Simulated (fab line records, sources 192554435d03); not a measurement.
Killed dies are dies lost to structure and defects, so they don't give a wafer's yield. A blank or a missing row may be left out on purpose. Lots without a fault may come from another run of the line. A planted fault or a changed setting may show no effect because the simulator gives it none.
Chamber matching | flow n5_finfet | N5_BEOL_M3_CMP_52 on cmp-04: 4 sister chambers
The step polishes, stops on SiOC, t overpolish 6.8 s, target thk 40 nm. 8 wafers are shown with their chamber, then 9 later ones without.

WAFERS WITH THEIR CHAMBER
wafer  | chamber | motor_current_A (A) | time_to_endpoint_s (s)
L080.2 | 2       | 6.6                 | 64.6
L080.6 | 1       | 6.1                 | 63.8
L085.1 | 2       | 7.1                 | 60.3
L085.2 | 0       | 5.7                 | 65.8
L085.6 | 1       | 6.0                 | 64.0
L087.1 | 3       | 5.8                 | 59.6
L087.5 | 0       | 5.9                 | 66.3
L087.6 | 3       | 6.1                 | 60.8

WAFERS WITHOUT THEIR CHAMBER
wafer  | motor_current_A (A) | time_to_endpoint_s (s)
L094.1 | 5.9                 | 61.7
L094.2 | 6.4                 | 61.3
L094.4 | 6.8                 | 61.7
L094.3 | 6.1                 | 59.1
L094.5 | 6.3                 | 57.2
L094.6 | 5.8                 | 58.1
L097.2 | 6.4                 | 60.8
L097.4 | 5.8                 | 56.7
L097.6 | 6.7                 | 61.5

WHICH CHAMBER EACH WENT THROUGH
wafer  | from the rows above               | in truth
L094.1 | can't be placed: 3 or 1 or 0      | 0
L094.2 | can't be placed: 3 or 2 or 1 or 0 | 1
L094.4 | 2                                 | 2
L094.3 | 3                                 | 3
L094.5 | can't be placed: 3 or 2 or 1      | 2
L094.6 | 3                                 | 3
L097.2 | can't be placed: 3 or 2 or 1      | 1
L097.4 | 3                                 | 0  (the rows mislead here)
L097.6 | 2                                 | 2
Placed correctly: 4 of 9. Can't be placed from these rows: 4 (the true chamber is among the candidates in 4). Placed wrongly: 1.
How it was worked out, from the rows above alone: a wafer's distance from a chamber is the root of the sum, over the readings, of the square of ((its reading less the chamber's mean) divided by the reading's scatter). The wafer belongs to the nearest chamber; if the next one is less than 2 further off, it can't be placed. A chamber's mean is the mean of its shown wafers. The scatter: the root of (the sum of the squares of (reading less its chamber's mean) over the shown wafers, divided by (wafers less chambers)).
